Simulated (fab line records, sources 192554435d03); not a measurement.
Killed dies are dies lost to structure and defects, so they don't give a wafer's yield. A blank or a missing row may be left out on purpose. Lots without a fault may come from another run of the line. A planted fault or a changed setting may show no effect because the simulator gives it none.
Chamber matching | flow n5_finfet | N5_BEOL_M8_ALD_77 on ald_metal-01: 4 sister chambers
The step deposits TaN, target thk 2 nm, pulse time 2 s, purge time 3 s. 4 wafers are shown with their chamber, then 12 later ones without.

WAFERS WITH THEIR CHAMBER
wafer  | chamber | heater_power_w (W)
L090.2 | 1       | 441
L091.3 | 2       | 445
L091.4 | 3       | 406
L091.6 | 0       | 471

WAFERS WITHOUT THEIR CHAMBER
wafer  | heater_power_w (W)
L093.4 | 460
L093.5 | 449
L093.6 | 483
L095.2 | 427
L095.5 | 426
L095.6 | 401
L096.2 | 449
L096.4 | 414
L096.5 | 430
L097.2 | 458
L097.5 | 423
L097.6 | 411

WHICH CHAMBER EACH WENT THROUGH
wafer  | from the rows above          | in truth
L093.4 | can't be placed: 0 or 2 or 1 | 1
L093.5 | can't be placed: 2 or 1 or 0 | 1
L093.6 | 0                            | 0
L095.2 | can't be placed: 1 or 2 or 3 | 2
L095.5 | can't be placed: 1 or 2 or 3 | 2
L095.6 | 3                            | 3
L096.2 | can't be placed: 2 or 1 or 0 | 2
L096.4 | can't be placed: 3 or 1      | 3
L096.5 | can't be placed: 1 or 2 or 3 | 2
L097.2 | can't be placed: 0 or 2 or 1 | 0
L097.5 | can't be placed: 3 or 1 or 2 | 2
L097.6 | 3                            | 3
Placed correctly: 3 of 12. Can't be placed from these rows: 9 (the true chamber is among the candidates in 9). Placed wrongly: 0.
How it was worked out, from the rows above alone: a wafer's distance from a chamber is the root of the sum, over the readings, of the square of ((its reading less the chamber's mean) divided by the reading's scatter). The wafer belongs to the nearest chamber; if the next one is less than 2 further off, it can't be placed. A chamber's mean is the mean of its shown wafers. The scatter: with one shown wafer a chamber, the root of the mean of the squares of how far each hidden wafer lies from its nearest shown one.
